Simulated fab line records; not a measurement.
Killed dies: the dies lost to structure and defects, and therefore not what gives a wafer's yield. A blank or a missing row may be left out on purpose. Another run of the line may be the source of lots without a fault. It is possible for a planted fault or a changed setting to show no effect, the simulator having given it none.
fab line records | flow nand-harc
record: lots: 12 wafers: 36 last-day: 32
route steps=1302 shown P_ZERO_WELL@26 P_STI@100
lots with no fault: from the same line, run without faults
start-h: start of the lot's first displayed wafer, in hours after the record's first day | wait-h: hours since the lot's step before | " the same as in the row above | L1.1+2: several wafers, shown together as one row | - no value, or no start was given | * or withheld: withheld | < > ~ a bound
route shown NAME@n: a module of which the file shows steps, and the number in the route of the first | usual: average and standard deviation across the fault-free wafers | same: alike in all rows | chamber/n: place in a boat | sites: each site's reading | _std_site: their standard deviation | _edge_site: the outer-site mean with the inner-site mean subtracted | radius-mm: how far each site lies from the wafer's centre | mask NAME#n: copy n | behind: the last tool/chamber to shape the wafer | hold: what put the lot on hold/how long, in hours/how the hold closed | device: names the non-switching transistor (n, p or np) | end of line: the tests these same wafers got at the end of their route | step lacking rows: just its recipe | killed: dies lost to structure and defects at the first sort, not the wafer's yield | map: shows each die of a wafer: x if killed, . if not, _ if none is there
set.NAME: the run value of the setting; set.NAME@STEP: its run value at that earlier step | model.NAME: the simulator's own value behind a step, which no gauge read
steps of the route over a sample of lots; a table a step, a row a wafer
services: when a tool's chamber went out of use (start-h, in hours from the record's first day, below 0 if earlier), for how many hours, and the reason
== steps ==
step: NHARC_P_ZERO_WELL_EXPOSE_21
recipe: na: 0.6 target-cd-nm: 720 dose-mj: 22.31 mask-id: P_NWELL
columns lot.wafer tool chamber start-h wait-h mask
L199.2+3+4 krf-scanner-02 0 22.86 - P_NWELL#0
L202.2+3+4 krf-scanner-04 0 52.33 - P_NWELL_R1#0
L203.3+4+6 krf-scanner-04 0 62.42 - P_NWELL#0
L205.2+3+5 krf-scanner-01 0 82.37 - P_NWELL#0
L211.1+4+6 krf-scanner-04 0 142.51 - P_NWELL#0
L212.1+4+6 krf-scanner-04 0 152.22 - P_NWELL#0
L213.1+4+6 krf-scanner-04 0 162.37 - P_NWELL#0
L214.4+5+6 krf-scanner-01 0 173.82 - P_NWELL#0
L215.3+4+5 krf-scanner-01 0 182.35 - P_NWELL#0
L216.3+4+5 krf-scanner-01 0 192.32 - P_NWELL#0
L217.1+3+5 krf-scanner-04 0 202.45 - P_NWELL#0
L219.1+3+4 krf-scanner-01 0 222.30 - P_NWELL#0
step: NHARC_P_ZERO_WELL_CD_MEAS_24
recipe: target-cd-nm: 720 landing-energy-ev: 500
usual: cd-nm: 720.5/2.1
same: landing-energy-ev: 500
columns lot.wafer tool chamber start-h wait-h cd-nm
L199.2 cd-sem-02 0 23.02 - 719.9
L199.3 " 0 " " 720.3
L199.4 " 0 " " 718.3
L202.2 cd-sem-03 0 52.48 - 708.1
L202.3 " 0 " " 708.8
L202.4 " 0 " " 706.9
L203.3 cd-sem-03 0 62.57 - 720.3
L203.4 " 0 " " 720.4
L203.6 " 0 " " 720.9
L205.2 cd-sem-01 0 82.52 - 721.0
L205.3 " 0 " " 720.2
L205.5 " 0 " " 721.6
L211.1 cd-sem-01 0 142.67 - 718.9
L211.4 " 0 " " 721.5
L211.6 " 0 " " 724.6
L212.1 cd-sem-01 0 152.38 - 724.0
L212.4 " 0 " " 718.3
L212.6 " 0 " " 719.5
L213.1 cd-sem-01 0 162.53 - 719.6
L213.4 " 0 " " 722.2
L213.6 " 0 " " 719.8
L214.4 cd-sem-01 0 173.97 - 717.8
L214.5 " 0 " " 723.3
L214.6 " 0 " " 719.3
L215.3 cd-sem-01 0 182.50 - 716.9
L215.4 " 0 " " 718.9
L215.5 " 0 " " 718.9
L216.3 cd-sem-02 0 192.47 - 720.7
L216.4 " 0 " " 719.4
L216.5 " 0 " " 719.0
L217.1 cd-sem-01 0 202.61 - 719.5
L217.3 " 0 " " 721.7
L217.5 " 0 " " 724.6
L219.1 cd-sem-01 0 222.46 - 721.9
L219.3 " 0 " " 719.0
L219.4 " 0 " " 719.4
step: NHARC_P_ZERO_WELL_DESCUM_26
recipe: time-s: 3 o2-flow-sccm: 200 ar-flow-sccm: 0 bias-power-w: 0 chemistry: O2
usual: drypump-motor-current-A: 5.5/0.49 oes-product-au: 1.002/0.013 rf-vpp-V: 57.6/0.91 showerhead-plenum-p-Torr: 1.87/0.071 throttle-valve-pct: 11.312/0.0092
columns lot.wafer tool chamber start-h wait-h drypump-motor-current-A oes-product-au rf-hours-counter-h rf-vpp-V showerhead-plenum-p-Torr throttle-valve-pct
L199.3 rie-diel-11 3 23.18 - 5.5 1.010 41 58.5 1.92 11.320
L199.4 " 0 " " 4.7 1.028 40 56.5 1.91 11.308
L199.2 " 1 " " 4.9 0.982 37 57.9 1.81 11.321
L202.2 rie-diel-11 1 52.64 - 4.9 0.979 51 57.5 1.80 11.285
L202.3 " 3 " " 5.5 1.023 57 57.4 1.91 11.300
L202.4 " 0 " " 4.7 1.016 54 58.0 1.91 11.323
L203.4 rie-diel-11 1 62.77 - 4.9 0.985 53 56.4 1.80 11.303
L203.3 " 2 " " 5.9 1.005 56 58.2 1.94 11.305
L203.6 " 0 " " 4.7 1.015 - 56.5 1.91 11.294
L205.2 rie-diel-06 1 82.68 - 6.0 1.013 33 57.5 1.80 11.299
L205.3 " 3 " " 5.7 0.992 32 58.1 1.81 11.312
L205.5 " 2 " " 5.6 1.024 - 57.2 1.92 11.308
L211.4 rie-diel-11 3 142.83 - 5.5 0.998 18 57.9 1.90 11.303
L211.1 " 1 " " 4.9 0.991 19 57.2 1.80 11.318
L211.6 " 3 " " 5.5 1.005 - 59.5 1.90 11.301
L212.1 rie-diel-06 3 152.56 - 5.7 1.003 5 57.2 1.80 11.312
L212.4 " 0 " " 5.7 1.005 7 58.8 1.82 11.306
L212.6 " 2 " " 5.6 1.010 - 58.6 1.91 11.323
L213.1 rie-diel-01 3 162.70 - 5.7 0.989 47 58.5 1.92 11.306
L213.4 " 1 " " 5.3 0.977 41 57.7 1.78 11.305
L213.6 " 3 " " 5.7 0.984 - 58.1 1.92 11.301
L214.4 rie-diel-06 0 174.16 - 5.7 0.997 11 58.1 1.81 11.305
L214.5 " 1 " " 6.0 1.011 - 57.3 1.79 11.306
L214.6 " 2 " " 5.5 1.005 - 58.1 1.91 11.326
L215.4 rie-diel-06 1 182.65 - 6.0 1.007 16 55.6 1.79 11.302
L215.3 " 3 " " 5.7 1.005 12 58.7 1.80 11.303
L215.5 " 1 " " 6.0 1.000 - 56.6 1.79 11.324
L216.3 rie-diel-11 3 192.66 - 5.5 0.997 33 59.0 1.90 11.327
L216.4 " 1 " " 4.9 0.997 - 56.4 1.79 11.318
L216.5 " 3 " " 5.5 1.003 - 58.5 1.90 11.314
L217.1 rie-diel-11 0 202.77 - 4.7 0.999 22 58.7 1.90 11.307
L217.3 " 2 " " 5.9 1.006 43 58.0 1.92 11.315
L217.5 " 1 " " 4.9 0.997 - 56.5 1.79 11.316
L219.4 rie-diel-01 1 222.62 - 5.3 1.001 2 55.8 1.77 11.310
L219.3 " 2 " " 6.7 0.976 3 58.0 2.06 11.319
L219.1 " 3 " " 5.7 1.016 3 59.8 1.91 11.310
step: NHARC_P_STI_CMP_21
recipe: t-overpolish-s: 20 target-thk-nm: 380.67
usual: edge-zone-pressure-frac: 1.000/0.0049 motor-current-A: 12.2/1.2 overpolish-run-s: 20.001/0.0096 slurry-filter-dp-kPa: 13.50/0.15
columns lot.wafer tool chamber start-h wait-h edge-zone-pressure-frac motor-current-A overpolish-run-s slurry-filter-dp-kPa
L199.3 cmp-04 3 72.37 0.4 1.003 11.5 20.011 13.60
L199.2 " 1 " " 1.005 12.7 20.010 13.50
L199.4 " 2 " " 1.003 11.5 20.000 13.54
L202.3 cmp-04 0 93.41 0.4 1.007 10.9 19.988 13.71
L202.4 " 1 " " 1.006 12.6 20.001 13.75
L202.2 " 3 " " 0.997 11.9 19.996 13.64
L203.4 cmp-01 3 101.73 0.4 0.989 12.7 19.990 13.80
L203.3 " 1 " " 1.005 14.1 20.006 13.30
L203.6 " 3 " " 0.997 13.2 20.008 13.58
L205.2 cmp-04 1 125.29 0.4 1.003 13.3 19.990 13.52
L205.3 " 3 " " 0.999 11.1 20.004 13.61
L205.5 " 1 " " 0.997 13.7 19.996 13.74
L211.4 cmp-04 2 182.05 0.4 1.007 11.0 20.006 13.56
L211.1 " 3 " " 1.007 11.0 19.998 13.50
L211.6 " 1 " " 0.991 13.3 20.012 13.59
L212.4 cmp-04 3 191.10 0.4 1.007 11.1 20.015 13.42
L212.1 " 0 " " 0.993 11.7 19.994 13.44
L212.6 " 3 " " 1.003 11.6 19.995 13.51
L213.1 cmp-04 3 207.04 0.4 0.994 10.9 19.996 13.31
L213.4 " 0 " " 0.994 11.4 20.005 13.37
L213.6 " 3 " " 1.000 11.2 20.003 13.57
L214.4 cmp-01 3 212.82 0.4 0.997 13.1 20.006 13.41
L214.5 " 2 " " 1.003 11.1 19.991 13.18
L214.6 " 3 " " 0.991 12.5 20.013 13.35
L215.3 cmp-02 0 224.76 0.4 0.999 13.2 19.989 13.65
L215.4 " 1 " " 1.010 10.6 20.003 13.58
L215.5 " 2 " " 1.002 14.1 20.012 13.39
L216.4 cmp-01 0 236.76 0.4 0.998 10.0 19.985 13.40
L216.3 " 1 " " 1.002 14.3 19.992 13.72
L216.5 " 0 " " 0.996 10.6 19.987 13.52
L217.1 cmp-04 0 250.38 0.4 1.000 11.2 20.004 13.44
L217.3 " 3 " " 0.994 11.7 20.002 13.64
L217.5 " 1 " " 1.005 13.0 19.984 13.58
L219.3 cmp-04 3 263.27 0.4 1.008 11.5 20.001 13.71
L219.4 " 0 " " 1.000 10.8 20.002 13.60
L219.1 " 1 " " 0.998 12.7 20.008 13.31
step: NHARC_P_STI_INSPECT_25
usual: raw-defect-count: 226/88
columns lot.wafer tool chamber start-h wait-h raw-defect-count
L199.2 defect-inspect-02 - 80.12 0.4 619
L199.3 " - " " 285
L199.4 " - " " 277
L202.2 defect-inspect-02 - 101.19 0.4 292
L202.3 " - " " 196
L202.4 " - " " 272
L203.3 defect-inspect-02 - 109.49 0.4 261
L203.4 " - " " 177
L203.6 " - " " 239
L205.2 defect-inspect-02 - 133.97 0.4 108
L205.3 " - " " 118
L205.5 " - " " 138
L211.1 defect-inspect-01 - 189.79 0.4 99
L211.4 " - " " 200
L211.6 " - " " 273
L212.1 defect-inspect-01 - 199.53 0.4 282
L212.4 " - " " 283
L212.6 " - " " 344
L213.1 defect-inspect-02 - 216.44 0.4 123
L213.4 " - " " 171
L213.6 " - " " 150
L214.4 defect-inspect-02 - 221.03 0.4 134
L214.5 " - " " 149
L214.6 " - " " 129
L215.3 defect-inspect-01 - 233.23 0.4 181
L215.4 " - " " 162
L215.5 " - " " 200
L216.3 defect-inspect-01 - 245.24 0.4 187
L216.4 " - " " 171
L216.5 " - " " 267
L217.1 defect-inspect-01 - 260.69 0.4 158
L217.3 " - " " 115
L217.5 " - " " 145
L219.1 defect-inspect-02 - 271.69 0.4 590
L219.3 " - " " 332
L219.4 " - " " 507
== services ==
columns tool chamber start-h hours kind
cmp-04 - 8.88 0.4 repair
krf-scanner-04 - 10.00 4.0 pm
cmp-04 - 13.05 4.0 pm
rie-diel-06 1 23.83 4.5 repair
rie-diel-06 2 65.05 3.3 repair
krf-scanner-01 - 74.07 3.1 repair
rie-diel-11 0 76.95 5.9 repair
rie-diel-11 - 78.50 9.0 pm
cmp-04 - 95.55 1.7 repair
cmp-04 - 111.05 4.0 pm
rie-diel-06 2 114.95 8.7 repair
krf-scanner-01 - 125.74 0.3 repair
krf-scanner-01 - 140.00 4.0 pm
cmp-04 - 154.42 1.0 repair
rie-diel-11 0 163.92 32.8 repair
rie-diel-11 2 170.86 4.2 repair
krf-scanner-04 - 182.00 4.0 pm
cmp-04 - 193.94 1.5 repair
krf-scanner-04 - 198.20 0.4 repair
cmp-04 - 209.05 4.0 pm
rie-diel-11 2 220.60 10.0 repair
rie-diel-11 0 256.01 5.4 repair
rie-diel-11 - 256.90 0.4 repair
rie-diel-11 - 257.35 9.0 pm
== key ==
first-sign: step: NHARC_P_ZERO_WELL_EXPOSE_21 reading: mask direction: changed
effect: step: NHARC_P_ZERO_WELL_CD_MEAS_24 reading: cd-nm direction: down sigmas: 6 usual: 720.5 struck: 707.9
met-at NHARC_P_ZERO_WELL_EXPOSE_21
struck-lots L202
tester-left-out L202
not-acting-at NHARC_P_ZERO_WELL_DESCUM_26,NHARC_P_STI_CMP_21,NHARC_P_STI_INSPECT_25
fault: kind: wrong-mask tool: any chamber: - onset-h: 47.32 steps: NHARC_P_ZERO_WELL_EXPOSE_21 aux-copy: P_NWELL_R1#0 cd-offset-nm: -14.655 scope: struck-lots-only
tester-left-out: of these lots the tester's yield and bins aren't shown, on N5 and GAA mostly nor the transistor test; their killed dies are dies lost to structure and defects alone, not to doping, threshold or leakage, so they don't give the yield
